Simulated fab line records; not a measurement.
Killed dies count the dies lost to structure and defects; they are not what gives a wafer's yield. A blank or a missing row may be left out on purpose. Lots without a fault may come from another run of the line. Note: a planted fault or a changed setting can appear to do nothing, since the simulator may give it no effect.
fab line records    flow n5Finfet    part 1 of 2: steps 1 to 21 of 32
record: lots: 5  wafers: 15  lastDay: 16
route steps=1938 shown WELL_APT@52 PMOS_HMC_CHANNEL_EPI@57
lots untouched by any fault: they come from a run of this same line in which no faults occurred
startH: the number of hours between the record's first day and the start of the first shown wafer of the lot    waitH: how many hours have passed since the lot's step before this one    " unchanged from the row above    L1.1+2: one row covering several wafers at once    - no value, or no start given    * or withheld: withheld    < > ~ a bound
route shown NAME@n: names a module that has steps shown in the file, with the first one's number in the route    usual: mean and standard deviation over wafers with no fault    same: alike in all rows    chamber/n: place in a boat    sites: the reading at each site    _std_site: the values' standard deviation    _edge_site: outer sites' mean less inner sites'    radiusMm: how far each site lies from the wafer's centre    mask NAME#n: copy n    behind: the last tool/chamber to shape the wafer    hold: what put the lot on hold/how long, in hours/how the hold closed    device: the transistor (n, p or np) that didn't switch    end of line: the route-end tests of the same wafers    where a step has no rows: the recipe by itself    killed: dies that structure and defects cost at the first sort, which is not the same as the wafer's yield    map: the dies of a wafer, with x for killed, . for not killed, _ for no die there
set.NAME: setting as actually run; set.NAME@STEP: the setting as run at that earlier step    model.NAME: the simulator's own value behind a step, which no gauge read
lots seen at some steps along the route; tables by step, rows by wafer
services: from which hour (startH, from the record's first day; less than 0 if before it) a tool's chamber was out of use, for how many hours, and why
== steps ==
step: N5_WELL_APT_PRECLEAN_36
recipe: chemistry: O3/DIW  timeS: 45  tempC: 22  o3Ppm: 10
usual: bathHeatDutyPct: 2.3/0.42
lot.wafer  tool         chamber  startH  waitH  bathHeatDutyPct
L076.3     wetBench-02  6        29.20   0.0    2.1
L076.5     "            7        "       "      1.8
L076.6     "            1        "       "      2.1
L077.3     wetBench-02  3        35.52   0.0    2.1
L077.4     "            1        "       "      2.2
L077.6     "            2        "       "      2.5
L080.3     wetBench-02  4        53.12   0.0    2.0
L080.5     "            7        "       "      2.3
L080.6     "            0        "       "      2.3
L084.1     wetBench-04  0        76.10   0.0    2.1
L084.3     "            4        "       "      2.5
L084.6     "            3        "       "      2.2
L094.1     wetBench-03  3        135.84  0.0    1.4
L094.3     "            0        "       "      1.9
L094.5     "            7        "       "      2.0
step: N5_WELL_APT_PRECLEAN_39
recipe: chemistry: dHF  timeS: 60  dilution: 150:1  tempC: 25
usual: bathHeatDutyPct: 6.2/0.72
lot.wafer  tool         chamber  startH  waitH  bathHeatDutyPct
L076.3     wetBench-02  6        29.22   0.0    5.8
L076.5     "            7        "       "      4.9
L076.6     "            1        "       "      5.7
L077.3     wetBench-02  3        35.53   0.0    5.6
L077.4     "            1        "       "      6.9
L077.6     "            2        "       "      6.5
L080.3     wetBench-02  4        53.13   0.0    5.8
L080.5     "            7        "       "      6.4
L080.6     "            0        "       "      6.0
L084.1     wetBench-04  0        76.12   0.0    5.9
L084.3     "            4        "       "      6.9
L084.6     "            3        "       "      5.4
L094.1     wetBench-03  3        135.85  0.0    6.8
L094.3     "            0        "       "      6.3
L094.5     "            7        "       "      6.3
step: N5_WELL_APT_SRD_37
recipe: dry: ipaMarangoni  doPpb: 5  timeS: 30  tempC: 23  rinseLiquid: diw
usual: bathHeatDutyPct: 3.6/0.51
lot.wafer  tool         chamber  startH  waitH  bathHeatDutyPct
L076.3     wetBench-02  6        29.23   0.0    3.1
L076.5     "            7        "       "      3.9
L076.6     "            1        "       "      3.3
L077.3     wetBench-02  3        35.55   0.0    3.6
L077.4     "            1        "       "      3.2
L077.6     "            2        "       "      3.8
L080.3     wetBench-02  4        53.15   0.0    3.6
L080.5     "            7        "       "      2.7
L080.6     "            0        "       "      3.9
L084.1     wetBench-04  0        76.13   0.0    3.7
L084.3     "            4        "       "      4.0
L084.6     "            3        "       "      3.6
L094.1     wetBench-03  3        135.87  0.0    3.4
L094.3     "            0        "       "      3.3
L094.5     "            7        "       "      3.4
step: N5_WELL_APT_EPI_41
recipe: material: Si  targetThkA: 500  tempC: 650  precursor: SiH4/H2  pressureTorr: 20  timeS: 297.7
usual: susceptor_temp_C_max: 651.1/0.4  throttleValvePct: 11.1/0.41
lot.wafer  tool         chamber  startH  waitH  susceptor_temp_C_max  throttleValvePct
L076.3     epiRpcvd-04  0        29.48   0.2    652.1                 11.3
L076.5     "            0        "       "      651.4                 11.3
L076.6     "            0        "       "      652.1                 11.2
L077.3     epiRpcvd-02  0        35.80   0.2    651.0                 10.8
L077.4     "            0        "       "      651.6                 10.8
L077.6     "            0        "       "      651.3                 10.8
L080.3     epiRpcvd-03  0        53.40   0.2    651.0                 11.6
L080.5     "            0        "       "      651.2                 11.6
L080.6     "            0        "       "      651.0                 11.6
L084.1     epiRpcvd-03  0        76.18   0.0    650.4                 11.4
L084.3     "            0        "       "      650.7                 11.4
L084.6     "            0        "       "      651.1                 11.6
L094.1     epiRpcvd-03  0        135.92  0.0    651.0                 11.9
L094.3     "            0        "       "      650.5                 11.6
L094.5     "            0        "       "      650.9                 11.7
step: N5_WELL_APT_INSPECT_38
recipe: inspectInstrument: darkfield  mode: postEpi
usual: rawDefectCount: 14/5.2
lot.wafer  tool              chamber  startH  waitH  rawDefectCount
L076.3     defectInspect-01  -        29.92   0.3    12
L076.5     "                 -        "       "      17
L076.6     "                 -        "       "      13
L077.3     defectInspect-02  -        36.25   0.4    16
L077.4     "                 -        "       "      21
L077.6     "                 -        "       "      10
L080.3     defectInspect-02  -        53.83   0.3    15
L080.5     "                 -        "       "      13
L080.6     "                 -        "       "      9
L084.1     defectInspect-02  -        76.82   0.5    16
L084.3     "                 -        "       "      10
L084.6     "                 -        "       "      8
L094.1     defectInspect-01  -        136.55  0.5    13
L094.3     "                 -        "       "      14
L094.5     "                 -        "       "      12
step: N5_PMOS_HMC_CHANNEL_EPI_HM_DEP_34
recipe: material: SiO2  targetThkA: 360  tempC: 400  precursor: TEOS/O2  pressureTorr: 6.5  rfW: 900  teosFlowSccm: 161.4  gas: O2  flowSccm: 2650  timeS: 6.9
usual: heaterPowerW: 521/88  showerheadPlenumPTorr: 8.35/0.035  showerheadVppV: 1805/46  throttleValvePct: 19.1/1.3
lot.wafer  tool      chamber  startH  waitH  heaterPowerW  showerheadPlenumPTorr  showerheadVppV  throttleValvePct
L076.3     pecvd-03  0        29.97   0.0    535           8.34                   1783            18.7
L076.5     "         1        "       "      577           8.34                   1766            19.6
L076.6     "         0        "       "      538           8.39                   1779            19.0
L077.3     pecvd-03  1        36.30   0.0    538           8.35                   1741            19.4
L077.4     "         0        "       "      507           8.38                   1765            18.8
L077.6     "         0        "       "      509           8.39                   1758            18.5
L080.3     pecvd-01  2        53.87   0.0    461           8.34                   1823            19.1
L080.5     "         1        "       "      569           8.41                   1835            21.8
L080.6     "         2        "       "      469           8.35                   1784            19.5
L084.1     pecvd-03  1        76.85   0.0    522           8.35                   1743            19.6
L084.3     "         0        "       "      496           8.36                   1757            18.9
L084.6     "         1        "       "      513           8.36                   1779            19.7
L094.1     pecvd-02  2        136.59  0.0    649           8.32                   1829            18.2
L094.3     "         0        "       "      593           8.33                   1857            20.3
L094.5     "         0        "       "      590           8.33                   1821            20.1
step: N5_PMOS_HMC_CHANNEL_EPI_COAT_31
recipe: resist: BARC  tempC: 205  timeS: 60  spinRpm: 1500  resistThkNm: 66
usual: plateTempC: 205.00/0.18
lot.wafer  tool           chamber  startH  waitH  plateTempC
L076.3     lithoTrack-02  0        30.03   0.0    204.59
L076.5     "              0        "       "      204.71
L076.6     "              0        "       "      204.76
L077.3     lithoTrack-04  0        36.36   0.0    205.33
L077.4     "              0        "       "      205.16
L077.6     "              0        "       "      205.04
L080.3     lithoTrack-05  0        53.93   0.0    205.15
L080.5     "              0        "       "      205.19
L080.6     "              0        "       "      205.25
L084.1     lithoTrack-04  0        76.91   0.0    205.06
L084.3     "              0        "       "      204.82
L084.6     "              0        "       "      204.98
L094.1     lithoTrack-02  0        136.65  0.0    205.09
L094.3     "              0        "       "      205.16
L094.5     "              0        "       "      205.04
step: N5_PMOS_HMC_CHANNEL_EPI_COAT_03
recipe: resist: CAR-ArF-block  spinRpm: 1500  resistThkNm: 205
lot.wafer   tool           chamber  startH  waitH
L076.3+5+6  lithoTrack-02  0        -       -
L077.3+4+6  lithoTrack-04  0        -       -
L080.3+5+6  lithoTrack-05  0        -       -
L084.1+3+6  lithoTrack-04  0        -       -
L094.1+3+5  lithoTrack-02  0        -       -
step: N5_PMOS_HMC_CHANNEL_EPI_EBR_05
recipe: solvent: PGMEA  ebrWidthMm: 1.5
lot.wafer   tool           chamber  startH  waitH
L076.3+5+6  lithoTrack-02  0        -       -
L077.3+4+6  lithoTrack-04  0        -       -
L080.3+5+6  lithoTrack-05  0        -       -
L084.1+3+6  lithoTrack-04  0        -       -
L094.1+3+5  lithoTrack-02  0        -       -
step: N5_PMOS_HMC_CHANNEL_EPI_SOFTBAKE_04
recipe: tempC: 110  timeS: 60  resist: CAR-ArF-block
usual: plateTempC: 109.97/0.14
lot.wafer  tool           chamber  startH  waitH  plateTempC
L076.3     lithoTrack-02  0        -       -      109.94
L076.5     "              0        "       "      109.71
L076.6     "              0        "       "      109.88
L077.3     lithoTrack-04  0        -       -      110.09
L077.4     "              0        "       "      110.10
L077.6     "              0        "       "      110.07
L080.3     lithoTrack-05  0        -       -      109.93
L080.5     "              0        "       "      109.88
L080.6     "              0        "       "      109.95
L084.1     lithoTrack-04  0        -       -      109.91
L084.3     "              0        "       "      109.81
L084.6     "              0        "       "      109.91
L094.1     lithoTrack-02  0        -       -      109.96
L094.3     "              0        "       "      110.02
L094.5     "              0        "       "      109.84
step: N5_PMOS_HMC_CHANNEL_EPI_EXPOSE_06
recipe: maskId: PMOS_HMC_BLK  na: 1.35  sourceShape: conventional  sigmaOuter: 0.8  polarization: unpolarized  targetCdNm: 240  doseMj: 41
lot.wafer   tool            chamber  startH  waitH  mask
L076.3+5+6  arfiScanner-01  0        30.26   -      PMOS_HMC_BLK#0
L077.3+4+6  arfiScanner-03  0        36.59   -      PMOS_HMC_BLK#0
L080.3+5+6  arfiScanner-02  0        54.16   -      PMOS_HMC_BLK#0
L084.1+3+6  arfiScanner-02  0        77.13   -      PMOS_HMC_BLK#0
L094.1+3+5  arfiScanner-01  0        136.87  -      PMOS_HMC_BLK#0
step: N5_PMOS_HMC_CHANNEL_EPI_PEB_07
recipe: pebTempC: 110  pebTimeS: 60  resist: CAR-ArF-block
usual: plateTempC: 109.96/0.17
lot.wafer  tool           chamber  startH  waitH  plateTempC
L076.3     lithoTrack-02  0        30.31   0.0    109.70
L076.5     "              0        "       "      109.68
L076.6     "              0        "       "      109.79
L077.3     lithoTrack-02  0        36.64   0.0    109.87
L077.4     "              0        "       "      110.14
L077.6     "              0        "       "      110.06
L080.3     lithoTrack-05  0        54.21   0.0    109.89
L080.5     "              0        "       "      109.90
L080.6     "              0        "       "      109.75
L084.1     lithoTrack-02  0        77.19   0.1    109.90
L084.3     "              0        "       "      109.95
L084.6     "              0        "       "      110.18
L094.1     lithoTrack-05  0        136.93  0.1    109.84
L094.3     "              0        "       "      109.75
L094.5     "              0        "       "      109.79
step: N5_PMOS_HMC_CHANNEL_EPI_DEVELOP_08
recipe: developTimeS: 30  developer: TMAH  resist: CAR-ArF-block  devTempC: 23  rinseLiquid: diw  dry: airSpin
lot.wafer   tool           chamber  startH  waitH
L076.3+5+6  lithoTrack-02  0        -       -
L077.3+4+6  lithoTrack-02  0        -       -
L080.3+5+6  lithoTrack-05  0        -       -
L084.1+3+6  lithoTrack-02  0        -       -
L094.1+3+5  lithoTrack-05  0        -       -
step: N5_PMOS_HMC_CHANNEL_EPI_CD_MEAS_09
recipe: targetCdNm: 237.4  landingEnergyEv: 500  detector: seInlens
usual: cdNm: 236.8/1.4
same: landingEnergyEv: 500
lot.wafer  tool      chamber  startH  waitH  cdNm
L076.3     cdSem-03  0        30.38   -      236.5
L076.5     "         0        "       "      236.5
L076.6     "         0        "       "      234.2
L077.3     cdSem-03  0        36.71   -      238.5
L077.4     "         0        "       "      237.9
L077.6     "         0        "       "      238.5
L080.3     cdSem-02  0        54.28   -      237.4
L080.5     "         0        "       "      237.8
L080.6     "         0        "       "      237.1
L084.1     cdSem-01  0        77.26   -      238.9
L084.3     "         0        "       "      237.1
L084.6     "         0        "       "      237.0
L094.1     cdSem-01  0        136.99  -      236.9
L094.3     "         0        "       "      236.6
L094.5     "         0        "       "      238.6
step: N5_PMOS_HMC_CHANNEL_EPI_OVL_MEAS_10
recipe: pointsPerWafer: 44
usual: PMOS_HMC_BLK_OVL: 0.1/0.92
lot.wafer  tool        chamber  startH  waitH  PMOS_HMC_BLK_OVL[nm]
L076.3     overlay-02  0        30.41   0.0    -0.4
L076.5     "           0        "       "      -0.9
L076.6     "           0        "       "      -0.6
L077.3     overlay-02  0        36.74   0.0    -2.2
L077.4     "           0        "       "      -0.8
L077.6     "           0        "       "      -1.2
L080.3     overlay-01  0        54.31   0.0    0.5
L080.5     "           0        "       "      1.0
L080.6     "           0        "       "      0.8
L084.1     overlay-01  0        77.29   0.0    1.0
L084.3     "           0        "       "      -0.1
L084.6     "           0        "       "      1.7
L094.1     overlay-02  0        137.03  0.0    -0.2
L094.3     "           0        "       "      0.9
L094.5     "           0        "       "      0.0
step: N5_PMOS_HMC_CHANNEL_EPI_INSPECT_11
recipe: mode: adi  inspectInstrument: macro
usual: rawDefectCount: 2.1/1.6
lot.wafer  tool              chamber  startH  waitH  rawDefectCount
L076.3     defectInspect-01  -        30.43   0.0    1
L076.5     "                 -        "       "      0
L076.6     "                 -        "       "      1
L077.3     defectInspect-01  -        36.76   0.0    2
L077.4     "                 -        "       "      7
L077.6     "                 -        "       "      2
L080.3     defectInspect-01  -        54.33   0.0    1
L080.5     "                 -        "       "      2
L080.6     "                 -        "       "      1
L084.1     defectInspect-02  -        77.31   0.0    3
L084.3     "                 -        "       "      2
L084.6     "                 -        "       "      2
L094.1     defectInspect-01  -        137.05  0.0    1
L094.3     "                 -        "       "      0
L094.5     "                 -        "       "      4
step: N5_PMOS_HMC_CHANNEL_EPI_DESCUM_14
recipe: chemistry: O2  timeS: 7.9  sourcePowerW: 50  biasPowerW: 20  pressureMtorr: 20  rfFrequencyHz: 2.712e+07  tempC: 40  resist: CAR-ArF-block  o2FlowSccm: 225
usual: drypumpMotorCurrentA: 5.5/0.44  oesProductAu: 0.79/0.067  rfVppV: 243.3/1.5  showerheadPlenumPTorr: 2.10/0.087  throttleValvePct: 20.30/0.19
lot.wafer  tool        chamber  startH  waitH  drypumpMotorCurrentA  oesProductAu  rfHoursCounterH  rfVppV  showerheadPlenumPTorr  throttleValvePct
L076.3     rieDiel-02  2        31.19   0.8    5.9                   0.76          153              242.3   2.07                   20.43
L076.5     "           2        "       "      5.9                   0.76          -                243.1   2.07                   20.42
L076.6     "           3        "       "      5.5                   0.78          -                243.4   2.18                   20.27
L077.3     rieDiel-06  2        37.23   0.5    5.4                   0.90          40               243.5   2.25                   20.37
L077.4     "           3        "       "      5.9                   0.85          89               242.4   1.94                   20.00
L077.6     "           0        "       "      5.6                   0.70          -                244.0   2.13                   20.22
L080.3     rieDiel-02  3        54.36   0.0    5.5                   0.77          112              243.9   2.18                   20.28
L080.5     "           2        "       "      5.9                   0.75          -                243.6   2.07                   20.45
L080.6     "           3        "       "      5.5                   0.77          -                244.9   2.18                   20.26
L084.1     rieDiel-05  3        77.35   0.0    5.2                   0.89          15               244.4   2.15                   20.35
L084.3     "           1        "       "      5.8                   0.95          8                244.3   2.16                   20.52
L084.6     "           1        "       "      5.8                   0.96          -                244.2   2.16                   20.52
L094.1     rieDiel-05  1        137.26  0.2    5.8                   0.91          26               245.2   2.15                   20.55
L094.3     "           3        "       "      5.2                   0.87          33               244.5   2.14                   20.35
L094.5     "           0        "       "      6.0                   0.86          -                245.5   2.12                   20.26
step: N5_PMOS_HMC_CHANNEL_EPI_ETCH_32
recipe: chemistry: N2/H2  target: BARC  stopOn: SiO2  targetDepthA: 858  overEtchFrac: 0.3  timeS: 50.3  ionEnergyEv: 200  maskMaterial: CAR-ArF-block  pressureMtorr: 30  sourceW: 840  biasW: 150  n2FlowSccm: 200  h2FlowSccm: 200
usual: drypumpMotorCurrentA: 5.5/0.43  oesProductAu: 0.68/0.055  rfVppV: 524.2/2.8  showerheadPlenumPTorr: 2.55/0.11  throttleValvePct: 17.73/0.2
same: overEtchFrac: 0.3
lot.wafer  tool        chamber  startH  waitH  drypumpMotorCurrentA  oesProductAu  rfHoursCounterH  rfVppV  showerheadPlenumPTorr  throttleValvePct
L076.3     rieDiel-02  2        31.22   0.0    5.9                   0.65          153              524.6   2.53                   17.88
L076.5     "           2        "       "      5.9                   0.66          -                523.8   2.53                   17.91
L076.6     "           3        "       "      5.5                   0.67          -                526.4   2.68                   18.02
L077.3     rieDiel-06  2        37.26   0.0    5.4                   0.75          40               528.1   2.70                   17.65
L077.4     "           3        "       "      5.9                   0.72          89               519.9   2.35                   17.38
L077.6     "           0        "       "      5.7                   0.58          -                525.1   2.62                   17.81
L080.3     rieDiel-02  3        54.40   0.0    5.5                   0.66          112              529.0   2.68                   18.03
L080.5     "           2        "       "      5.9                   0.64          -                523.0   2.52                   17.91
L080.6     "           3        "       "      5.5                   0.67          -                527.9   2.68                   18.02
L084.1     rieDiel-05  3        77.38   0.0    5.2                   0.79          15               524.3   2.62                   17.91
L084.3     "           1        "       "      5.8                   0.83          8                524.4   2.62                   18.06
L084.6     "           1        "       "      5.9                   0.82          -                524.5   2.62                   18.08
L094.1     rieDiel-05  1        137.30  0.0    5.8                   0.78          26               524.9   2.62                   18.10
L094.3     "           3        "       "      5.2                   0.75          33               524.3   2.62                   17.94
L094.5     "           0        "       "      6.0                   0.73          -                525.0   2.59                   17.74
step: N5_PMOS_HMC_CHANNEL_EPI_HM_OPEN_15
recipe: chemistry: CHF3/O2  target: SiO2  maskMaterial: CAR-ArF-block  targetDepthA: 406  CHF3_flow_sccm: 50  O2_flow_sccm: 5  Ar_flow_sccm: 200  timeS: 20.3  pressureMtorr: 30  sourceW: 650  biasW: 170  ionEnergyEv: 200
usual: drypumpMotorCurrentA: 5.5/0.44  oesProductAu: 0.79/0.069  rfVppV: 512/16  showerheadPlenumPTorr: 2.42/0.085  throttleValvePct: 18.79/0.15
lot.wafer  tool        chamber  startH  waitH  drypumpMotorCurrentA  oesProductAu  rfHoursCounterH  rfVppV  showerheadPlenumPTorr  throttleValvePct
L076.3     rieDiel-02  2        31.27   0.0    5.9                   0.75          153              504     2.39                   18.90
L076.5     "           2        "       "      5.9                   0.75          -                504     2.39                   18.87
L076.6     "           3        "       "      5.5                   0.77          -                508     2.53                   18.85
L077.3     rieDiel-06  2        37.30   0.0    5.4                   0.91          40               511     2.54                   18.61
L077.4     "           3        "       "      5.9                   0.85          89               497     2.25                   18.53
L077.6     "           0        "       "      5.6                   0.69          -                529     2.48                   18.89
L080.3     rieDiel-02  3        54.44   0.0    5.5                   0.77          112              509     2.52                   18.85
L080.5     "           2        "       "      5.9                   0.74          -                502     2.39                   18.89
L080.6     "           3        "       "      5.5                   0.76          -                508     2.52                   18.86
L084.1     rieDiel-05  3        77.42   0.0    5.2                   0.90          15               534     2.45                   18.67
L084.3     "           1        "       "      5.8                   0.95          8                510     2.49                   18.92
L084.6     "           1        "       "      5.9                   0.96          -                509     2.49                   18.93
L094.1     rieDiel-05  1        137.34  0.0    5.8                   0.92          26               510     2.48                   18.95
L094.3     "           3        "       "      5.2                   0.87          33               532     2.45                   18.71
L094.5     "           0        "       "      6.0                   0.85          -                526     2.44                   18.74
step: N5_PMOS_HMC_CHANNEL_EPI_STRIP_33
recipe: chemistry: N2/H2  powerW: 500  tempC: 40  pressureMtorr: 50  rfFrequencyHz: 6e+07  overashFraction: 0.3  biasPowerW: 8  h2Frac: 0.5  n2FlowSccm: 300  h2FlowSccm: 300
usual: drypumpMotorCurrentA: 5.5/0.44  oesProductAu: 0.79/0.068  rfVppV: 54.2/1.7  showerheadPlenumPTorr: 3.37/0.13  throttleValvePct: 18.8/0.37
lot.wafer  tool        chamber  startH  waitH  drypumpMotorCurrentA  oesProductAu  rfHoursCounterH  rfVppV  showerheadPlenumPTorr  throttleValvePct
L076.3     rieDiel-02  2        31.32   0.0    5.9                   0.75          153              53.2    3.34                   18.8
L076.5     "           2        "       "      5.9                   0.76          -                56.7    3.34                   18.8
L076.6     "           3        "       "      5.5                   0.79          -                54.1    3.54                   19.5
L077.3     rieDiel-06  2        37.36   0.0    5.4                   0.90          40               55.8    3.55                   18.8
L077.4     "           3        "       "      5.9                   0.86          89               52.4    3.11                   18.3
L077.6     "           0        "       "      5.6                   0.69          -                55.4    3.45                   18.6
L080.3     rieDiel-02  3        54.50   0.0    5.5                   0.77          112              56.5    3.53                   19.5
L080.5     "           2        "       "      5.9                   0.75          -                54.2    3.34                   18.8
L080.6     "           3        "       "      5.5                   0.77          -                55.9    3.53                   19.5
L084.1     rieDiel-05  3        77.48   0.0    5.2                   0.90          15               55.9    3.46                   19.1
L084.3     "           1        "       "      5.8                   0.94          8                54.8    3.46                   19.7
L084.6     "           1        "       "      5.8                   0.96          -                56.8    3.46                   19.7
L094.1     rieDiel-05  1        137.39  0.0    5.9                   0.91          26               53.9    3.45                   19.7
L094.3     "           3        "       "      5.2                   0.86          33               50.9    3.45                   19.2
L094.5     "           0        "       "      6.1                   0.85          -                54.2    3.42                   18.6
step: N5_PMOS_HMC_CHANNEL_EPI_STRIP_17
recipe: chemistry: SPM  timeS: 750  tempC: 130  h2so4H2o2VolRatio: 4  dry: ipaMarangoni
usual: bathGuardTempC: 129.8/0.32  bathHeatDutyPct: 14.9/1.6
lot.wafer  tool         chamber  startH  waitH  bathGuardTempC  bathHeatDutyPct
L076.3     wetBench-01  6        31.39   -      129.8           13.8
L076.5     "            2        "       "      129.4           18.2
L076.6     "            3        "       "      130.2           18.7
L077.3     wetBench-01  7        37.43   -      130.1           15.6
L077.4     "            1        "       "      129.8           13.2
L077.6     "            3        "       "      130.3           18.4
L080.3     wetBench-01  1        54.56   -      130.0           13.1
L080.5     "            0        "       "      129.6           15.7
L080.6     "            6        "       "      129.7           13.9
L084.1     wetBench-05  5        77.55   -      129.3           14.0
L084.3     "            3        "       "      129.8           15.3
L084.6     "            6        "       "      130.0           12.0
L094.1     wetBench-01  5        137.46  -      129.6           15.1
L094.3     "            1        "       "      130.0           12.9
L094.5     "            0        "       "      129.6           16.4
